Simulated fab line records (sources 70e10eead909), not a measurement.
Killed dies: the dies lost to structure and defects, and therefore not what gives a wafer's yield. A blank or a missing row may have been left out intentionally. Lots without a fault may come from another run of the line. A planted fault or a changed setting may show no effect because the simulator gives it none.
Chamber matching || flow nand harc || pecvd-02 running NHARC_A_M0_PRE_CLEAN_31: 3 sister chambers
The step time 12 s. 3 wafers are shown with their chamber, then 9 later ones without.

WAFERS, EACH WITH ITS CHAMBER
{"wafer": "L634.1", "chamber": 0, "heater power w (W)": 477}
{"wafer": "L634.3", "chamber": 2, "heater power w (W)": 614}
{"wafer": "L634.5", "chamber": 1, "heater power w (W)": 613}

WAFERS WITH NO CHAMBER GIVEN
{"wafer": "L633.1", "heater power w (W)": 462}
{"wafer": "L633.2", "heater power w (W)": 660}
{"wafer": "L633.4", "heater power w (W)": 659}
{"wafer": "L636.1", "heater power w (W)": 506}
{"wafer": "L636.3", "heater power w (W)": 641}
{"wafer": "L636.5", "heater power w (W)": 482}
{"wafer": "L644.2", "heater power w (W)": 685}
{"wafer": "L644.3", "heater power w (W)": 686}
{"wafer": "L644.4", "heater power w (W)": 499}

EACH ONE'S CHAMBER
{"wafer": "L633.1", "from the rows above": 0, "in truth": 0}
{"wafer": "L633.2", "from the rows above": "can't be placed: 2 or 1", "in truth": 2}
{"wafer": "L633.4", "from the rows above": "can't be placed: 2 or 1", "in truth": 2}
{"wafer": "L636.1", "from the rows above": "can't be placed: 0 or 1 or 2", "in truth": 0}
{"wafer": "L636.3", "from the rows above": "can't be placed: 2 or 1", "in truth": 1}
{"wafer": "L636.5", "from the rows above": 0, "in truth": 0}
{"wafer": "L644.2", "from the rows above": "can't be placed: 2 or 1", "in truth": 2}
{"wafer": "L644.3", "from the rows above": "can't be placed: 2 or 1", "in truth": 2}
{"wafer": "L644.4", "from the rows above": 0, "in truth": 0}
Placed correctly: 3 of 9. These rows do not allow placing 6 (true chamber among the candidates in 6). Wrongly placed: 0.
How it was worked out, from the rows above alone: a wafer's distance from a chamber is the root of the sum, over the readings, of the square of ((its reading less the chamber's mean) divided by the reading's scatter). The wafer belongs to the nearest chamber; if the next one is less than 2 further off, it can't be placed. The mean given for a chamber averages the wafers shown for that chamber. The scatter: with one shown wafer a chamber, the root of the mean of the squares of how far each hidden wafer lies from its nearest shown one.
